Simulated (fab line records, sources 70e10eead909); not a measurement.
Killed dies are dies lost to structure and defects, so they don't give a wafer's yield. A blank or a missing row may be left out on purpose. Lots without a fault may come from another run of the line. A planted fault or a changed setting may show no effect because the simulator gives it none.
Problem report in the 8D (eight disciplines) form, filled by code | flow nand_harc | the parts of the form that need people (team, actions taken, sign-off) are left out

1. THE PROBLEM
killed_dies at NHARC_END_SORT_01 reads a mean of 677 on 1 wafer of 1 lot; wafers without a fault read 64 with a standard deviation of 22. That is +28 standard deviations from the usual mean.
First seen on wafer L214.3, day 25 19:15, on prober-01. The record holds 12 wafers of 4 lots with a number at this step. Rule for "out", or "out of limits": more than 4 standard deviations from the usual mean. The other wafers with a number count as sound.

2. WHAT IT IS AND WHAT IT IS NOT
question                    | is                           | is not
which readings at this step | killed_dies, killed_at_array | killed_at_other, killed_open, killed_short
which lots                  | L214                         | L224, L225, L230
which wafers of those lots  | L214.3                       | L214.1, L214.6
read on which gauges        | prober-01                    | prober-02
when                        | from day 25 19:15            | up to then (1 sound wafer); but 10 sound wafers of L214, L224, L225, L230 came after

3. SUSPECTS, AND WHAT RULES EACH OUT
Counting: a tool at a process step up to the reading stays a suspect if it ran every lot that is out. Sound lots after the first of them don't rule it out here, since some wafers of a struck lot are sound.
- the gauge at NHARC_END_SORT_01: ruled out. All the wafers that are out were read on prober-01, but those of them that NHARC_A_STAIRCASE_TRIM_233 has rows for are out there too, on other tools.
- rie_diel-01 at NHARC_A_STAIRCASE_TRIM_198 (chemistry O2, time 211.2 s): kept. It ran the lot that is out, L214 (day 17 16:14). NHARC_A_STAIRCASE_TRIM_198 gives no start for some lots, so the hours and the order of its lots are those of NHARC_A_STAIRCASE_TRIM_233.
- rie_diel-01 at NHARC_A_STAIRCASE_ETCH_203 (etches the open film in C4F8/O2, target depth 100 nm, time 40.5 s): kept. It ran the lot that is out, L214 (day 17 16:14). NHARC_A_STAIRCASE_ETCH_203 gives no start for some lots, so the hours and the order of its lots are those of NHARC_A_STAIRCASE_TRIM_233.
- rie_diel-10 at NHARC_A_STAIRCASE_ETCH_232 (etches the open film in C4F8/O2, target depth 100 nm, time 40.5 s): kept. It ran the lot that is out, L214 (day 17 16:14). NHARC_A_STAIRCASE_ETCH_232 gives no start for some lots, so the hours and the order of its lots are those of NHARC_A_STAIRCASE_TRIM_233.
- rie_diel-10 at NHARC_A_STAIRCASE_TRIM_233 (chemistry O2, time 211.2 s): kept. It ran the lot that is out, L214 (day 17 16:14). Its own readings are out on those wafers: run_length_s.
- Within rie_diel-01 at NHARC_A_STAIRCASE_TRIM_198: the wafers that are out ran in chamber 1; their sound lot-mates ran in chamber 2.
- Within rie_diel-01 at NHARC_A_STAIRCASE_ETCH_203: the wafers that are out ran in chamber 1; their sound lot-mates ran in chambers 0, 3.
- Within rie_diel-10 at NHARC_A_STAIRCASE_ETCH_232: the wafers that are out ran in chamber 1; their sound lot-mates ran in chamber 2.
- Within rie_diel-10 at NHARC_A_STAIRCASE_TRIM_233: the wafers that are out ran in chamber 0; their sound lot-mates ran in chambers 1, 3.
Left after counting: rie_diel-01 at NHARC_A_STAIRCASE_TRIM_198, rie_diel-01 at NHARC_A_STAIRCASE_ETCH_203, rie_diel-10 at NHARC_A_STAIRCASE_ETCH_232, rie_diel-10 at NHARC_A_STAIRCASE_TRIM_233.

4. THE CAUSE (what the simulator had put in)
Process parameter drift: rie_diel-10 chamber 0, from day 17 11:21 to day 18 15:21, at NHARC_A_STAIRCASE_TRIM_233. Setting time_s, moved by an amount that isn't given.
Counting left 4 suspects, and this tool is among them.

5. THE CHAIN OF EFFECTS, in route order
Each row: a reading whose mean over the struck wafers that have a number lies more than 3 standard deviations from the usual. Only readings for which the record gives a usual standard deviation are gone through. hours: the time from each lot's start at the first step in this table that gives one to its start at this step, as a median over the lots. sigmas: the change in usual standard deviations.
hours | step                       | reading         | usual   | on struck wafers | change | sigmas
0     | NHARC_A_STAIRCASE_TRIM_233 | run_length_s    | 232.4 s | 161.8            | -70.6  | -99 or more
195   | NHARC_END_SORT_01          | killed_at_array | 58      | 662              | +604   | +27
195   | NHARC_END_SORT_01          | killed_dies     | 64      | 677              | +613   | +28
The process steps in it:
- NHARC_A_STAIRCASE_TRIM_233: chemistry O2, time 211.2 s.

6. WHAT WOULD HAVE CAUGHT IT SOONER
In this record the first reading out of limits at a measuring or inspecting step was taken at day 25 19:15, 200 hours after the fault began at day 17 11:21.
The tool's own readings at NHARC_A_STAIRCASE_TRIM_233 were out on every struck wafer that the step has a row for (run_length_s): an alarm limit on them would have fired on the first of those.
All the lots that are out (1) had begun NHARC_A_STAIRCASE_TRIM_233 on rie_diel-10 by day 25 19:15. A hold on the tool at that time would have spared none of them.
